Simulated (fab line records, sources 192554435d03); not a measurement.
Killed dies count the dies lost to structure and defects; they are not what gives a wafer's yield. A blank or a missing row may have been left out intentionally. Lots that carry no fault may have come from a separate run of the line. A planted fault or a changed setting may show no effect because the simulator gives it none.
Which tool was responsible? ; flow n5 finfet ; 10 lots, 29 wafers sampled, at 4 steps of a route of 1938

WHAT THE GAUGES SHOWED, per wafer
N5_HKMG_FIN_INSPECT_14: inspects for defects (macro).
lot;measured;on;raw defect count
L540;day 4 10:26;defect inspect-01;3 4
L541;day 4 14:20;defect inspect-02;3 1 1
L543;day 4 22:10;defect inspect-01;1 2 4
L545;day 5 11:46;defect inspect-01;3 2 2
L548;day 6 03:55;defect inspect-02;4 0 4
L551;day 6 23:29;defect inspect-02;>300 >300 >300
L555;day 8 00:14;defect inspect-02;>300 >300 >300
L560;day 9 03:54;defect inspect-01;2 3 4
L562;day 9 16:14;defect inspect-01;1 2 3
L563;day 9 22:33;defect inspect-02;3 1 1

TOOL THAT RAN EACH LOT (tool first, then ch and the chambers of the sampled wafers, then the start)
lot;N5_HKMG_FIN_ETCH_55;N5_HKMG_FIN_ETCH_58;N5_HKMG_FIN_PWFM_ALD_03
L540;rie diel-05 ch 2, day 4 06:59;rie diel-05 ch 2, day 4 07:13;ald metal-03 ch 0,2, day 4 09:32
L541;rie diel-02 ch 0,2,3, day 4 11:07;rie diel-02 ch 0,2,3, day 4 11:27;ald metal-01 ch 1,2,3, day 4 13:34
L543;rie diel-05 ch 0,1,2, day 4 18:50;rie diel-05 ch 0,1,2, day 4 19:02;ald metal-03 ch 0,1,2, day 4 21:16
L545;rie diel-05 ch 0,1, day 5 08:26;rie diel-05 ch 0,1, day 5 08:47;ald metal-03 ch 0,3, day 5 10:59
L548;rie diel-05 ch 0,3, day 6 00:40;rie diel-05 ch 0,3, day 6 00:53;ald metal-03 ch 0,1, day 6 03:01
L551;rie diel-05 ch 0,2,3, day 6 20:12;rie diel-05 ch 0,2,3, day 6 20:25;ald metal-03 ch 0,1,3, day 6 22:36
L555;rie diel-05 ch 0,2, day 7 20:53;rie diel-05 ch 0,2, day 7 21:06;ald metal-03 ch 2,3, day 7 23:20
L560;rie diel-02 ch 0,1,2, day 9 00:23;rie diel-02 ch 0,1,2, day 9 00:35;ald metal-03 ch 0,1, day 9 03:08
L562;rie diel-02 ch 0,2,3, day 9 12:49;rie diel-02 ch 0,2,3, day 9 13:01;ald metal-03 ch 0,2, day 9 15:20
L563;rie diel-02 ch 0,2,3, day 9 18:39;rie diel-02 ch 0,2,3, day 9 18:52;ald metal-01 ch 0,1, day 9 21:40
- N5_HKMG_FIN_ETCH_55: etches SOC in N2/H2, target depth 240 nm, time 300 s.
- N5_HKMG_FIN_ETCH_58: etches SOC in N2/H2, target depth 215.8 nm, time 741 s.
- N5_HKMG_FIN_PWFM_ALD_03: deposits TiN, target thk 2 nm, pulse time 1 s, purge time 3 s.

WHAT THE TOOLS THEMSELVES READ (means of the sampled wafers that have a number; where no wafer has one, the mark that the record gives instead)
N5_HKMG_FIN_ETCH_55.
lot;tool;drypump motor current A (A);oes product au (a.u.);rf fwd power W (W);rf vpp V (V);showerhead plenum p Torr (Torr);throttle valve pct (%)
L540;rie diel-05;6.6;0.74;838.6;523.9;2.54;18.0
L541;rie diel-02;5.8;0.84;838.1;522.7;2.51;17.9
L543;rie diel-05;6.3;0.83;840.4;523.7;2.50;17.7
L545;rie diel-05;6.2;0.90;836.8;521.9;2.48;17.6
L548;rie diel-05;5.6;0.80;837.0;521.3;2.47;17.5
L551;rie diel-05;5.8;0.78;837.4;522.4;2.49;17.6
L555;rie diel-05;6.2;0.76;836.7;521.9;2.48;17.8
L560;rie diel-02;5.6;0.85;836.1;522.4;2.48;17.7
L562;rie diel-02;5.8;0.79;837.6;522.4;2.49;18.0
L563;rie diel-02;5.8;0.78;836.4;522.5;2.49;18.0

N5_HKMG_FIN_ETCH_58.
lot;tool;drypump motor current A (A);oes product au (a.u.);rf fwd power W (W);rf vpp V (V);showerhead plenum p Torr (Torr);throttle valve pct (%)
L540;rie diel-05;6.6;0.73;874.5;99.1;2.54;17.9
L541;rie diel-02;5.7;0.85;875.4;98.4;2.51;17.8
L543;rie diel-05;6.3;0.83;873.9;99.2;2.50;17.7
L545;rie diel-05;6.3;0.89;873.9;98.0;2.48;17.5
L548;rie diel-05;5.6;0.81;873.9;98.7;2.47;17.5
L551;rie diel-05;5.8;0.79;876.8;99.0;2.49;17.6
L555;rie diel-05;6.2;0.75;874.8;98.6;2.48;17.8
L560;rie diel-02;5.6;0.84;871.3;98.8;2.48;17.6
L562;rie diel-02;5.7;0.78;873.5;98.5;2.49;17.9
L563;rie diel-02;5.8;0.78;872.5;98.2;2.49;17.9

N5_HKMG_FIN_PWFM_ALD_03.
lot;tool;chamber pressure Torr (Torr);heater power w (W);precursor pulse height rel
L540;ald metal-03;3.002;902;1.016
L541;ald metal-01;3.000;937;0.994
L543;ald metal-03;2.997;884;0.994
L545;ald metal-03;2.999;900;1.021
L548;ald metal-03;2.999;905;1.007
L551;ald metal-03;2.996;864;0.996
L555;ald metal-03;3.003;859;0.995
L560;ald metal-03;3.003;908;1.038
L562;ald metal-03;3.000;908;1.002
L563;ald metal-01;2.999;814;1.001

THE ANSWER, worked out from the rows above alone
Rule: what is usual is taken from the lots themselves. The widest of any qualifying gaps counts: lots, ordered by their means at a reading, are off when they make up no more than a third of the lots, leave a main group of 4 or more, and stand apart from it by 3 or more times the standard deviation of that group's means. Not used: any main group whose means are identical at the precision the tables above print for the reading. Also off: a lot with no number at a reading for which 4 or more lots have one. Any other lot the step has rows for is counted as sound. The gauges are gone through in route order, then the tools' own readings, and for those a lot's mean is taken as printed above. At the first step where some lot is off, the reading lying furthest off is the one used; lots without a number count as furthest.
Off at N5_HKMG_FIN_INSPECT_14 (raw defect count): L551, L555. Without a number there: L551, L555. The main group: mean 2.4, standard deviation 0.6.
If a tool, at a process step before that reading, ran all the lots that are off and no sound lot after the first of them, it fits. Gauges at N5_HKMG_FIN_INSPECT_14: tried the same way as those tools. One fits: N5_HKMG_FIN_ETCH_55 and N5_HKMG_FIN_ETCH_58 on rie diel-05. At N5_HKMG_FIN_ETCH_55 its last sound lot is L548 (day 6 00:40), its first lot that is off L551 (day 6 20:12): a fault that began between those two fits.

WHAT WAS PUT IN BY THE SIMULATOR
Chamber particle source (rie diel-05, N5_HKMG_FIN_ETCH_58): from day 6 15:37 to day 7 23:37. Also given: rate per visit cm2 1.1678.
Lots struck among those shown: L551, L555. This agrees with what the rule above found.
